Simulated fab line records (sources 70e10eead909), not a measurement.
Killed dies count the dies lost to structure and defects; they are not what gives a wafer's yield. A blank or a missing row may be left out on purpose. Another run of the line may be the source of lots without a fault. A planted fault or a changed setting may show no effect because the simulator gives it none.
A struck lot beside a sound one :: flow nand harc :: 15 steps out of a route of 1302
Sound: the wafers L956.2, L956.3, L956.4. Wafers struck: L952.3, L952.4, L952.6. The cause is given at the end.
Order at every step that has rows: each side's tool, ch and its chambers, its first start. Under that, the readings that differ: sound wafers :: struck wafers :: difference of the means :: sigmas: that difference in standard deviations of wafers without a fault.
alike: readings with means less than 2 such deviations apart, plus words and numbers identical on both sides. not compared: withheld readings, readings lacking a value on some wafer, bounds such as >300 that could conceal the same value, and numbers that have no deviation in the record and whose values overlap.
A row with sigmas, a row that says differs or no value, or rows on one side alone: a step with any of these is where the two part. Numbers that have no deviation but don't overlap get no sigmas and don't part them. Lack of a reading on every wafer of one side parts them only where that side has two or more wafers.

first, 4 steps without rows for these wafers: NHARC_A_CONTACT_EBR_04; NHARC_A_CONTACT_EXPOSE_05 (exposes mask A CC); NHARC_A_CONTACT_PEB_06 (peb time 65 s); NHARC_A_CONTACT_DEVELOP_07 (develop time 35 s).
NHARC_A_CONTACT_CD_MEAS_08: target cd 200 nm.
  sound on cd sem-02 ch 0, day 31 06:50; struck on cd sem-03 ch 0, day 30 02:49
  alike: cd nm
NHARC_A_CONTACT_OVL_MEAS_09:
  sound: overlay-01 at day 31 06:55; struck: overlay-01 at day 30 02:55
  alike: overlay x nm, overlay y nm
NHARC_A_CONTACT_INSPECT_10:
  sound: defect inspect-01 at day 31 06:58; struck: defect inspect-01 at day 30 02:56
  alike: raw defect count
NHARC_A_CONTACT_DESCUM_13: chemistry O2, time 3 s.
  sound on rie diel-01 ch 0,1,3, day 31 07:01; struck on rie diel-01 ch 0,3, day 30 03:00
  alike: drypump motor current A, oes product au, rf vpp V, showerhead plenum p Torr, throttle valve pct
  not compared: rf hours counter h
NHARC_A_CONTACT_ETCH_88: etches the open film in CF4, target depth 39 nm, time 65 s.
  sound on rie diel-01 ch 0,3, day 31 07:08; struck on rie diel-01 ch 0,1, day 30 03:05
  alike: bias w, cf4 flow sccm, drypump motor current A, oes product au, rf vpp V, showerhead plenum p Torr, throttle valve pct
  not compared: rf hours counter h
then, 1 step without rows for these wafers: NHARC_A_CONTACT_ETCH_89 (etches the open film in N2/H2, target depth 260 nm, time 475.3 s).
NHARC_A_CONTACT_ETCH_30: etches the open film in CF4/CHF3, target depth 72.6 nm, time 36.3 s.
  sound: rie diel-01 ch 0,1,3; struck: rie diel-01 ch 2,3
  alike: bias w, cf4 flow sccm, drypump motor current A, oes product au, rf vpp V, showerhead plenum p Torr, throttle valve pct
  not compared: rf hours counter h
NHARC_A_CONTACT_ETCH_31: etches the open film in O2/COS, target depth 2800 nm, time 728 s.
  sound: rie diel-01 ch 1,3; struck: rie diel-01 ch 0,2,3
  alike: bias w, chamber pressure mTorr, drypump motor current A, oes product au, rf vpp V, showerhead plenum p Torr, throttle valve pct
  not compared: rf hours counter h
NHARC_A_CONTACT_ETCH_134: etches the open film in C4F8/O2/Ar, time 140 s, target depth 700 nm.
  sound on har cap etch-01 ch 0,1, day 31 08:23; struck on har cap etch-01 ch 0,1, day 30 04:12
  no value came back on the struck wafers for chamber pressure mTorr (mTorr), oes air line au (a.u.); on the sound wafers chamber pressure mTorr (mTorr) reads 19.991 20.022 20.019
  not compared: rf hours counter h
NHARC_A_CONTACT_ETCH_135: etches the open film in C4F8/O2/Ar, time 311 s, target depth 1912 nm.
  sound on har cap etch-01 ch 0,1, day 31 08:37; struck on har cap etch-01 ch 0,1, day 30 04:25
  alike: chamber pressure mTorr, oes air line au
  not compared: rf hours counter h
-- jump in the record: it breaks off in module A_CONTACT and resumes in module END (first step shown: number 1302 of the route), and 2 days separate the struck wafers' starts before and after --
NHARC_END_SORT_01:
  the record has rows for the struck wafers here (prober-02 ch 0, day 32 05:08) and none for the sound ones

== WHERE THEY PART ==
First at NHARC_A_CONTACT_ETCH_134; last, within this record, at NHARC_END_SORT_01.

WHY: what the simulator had put in
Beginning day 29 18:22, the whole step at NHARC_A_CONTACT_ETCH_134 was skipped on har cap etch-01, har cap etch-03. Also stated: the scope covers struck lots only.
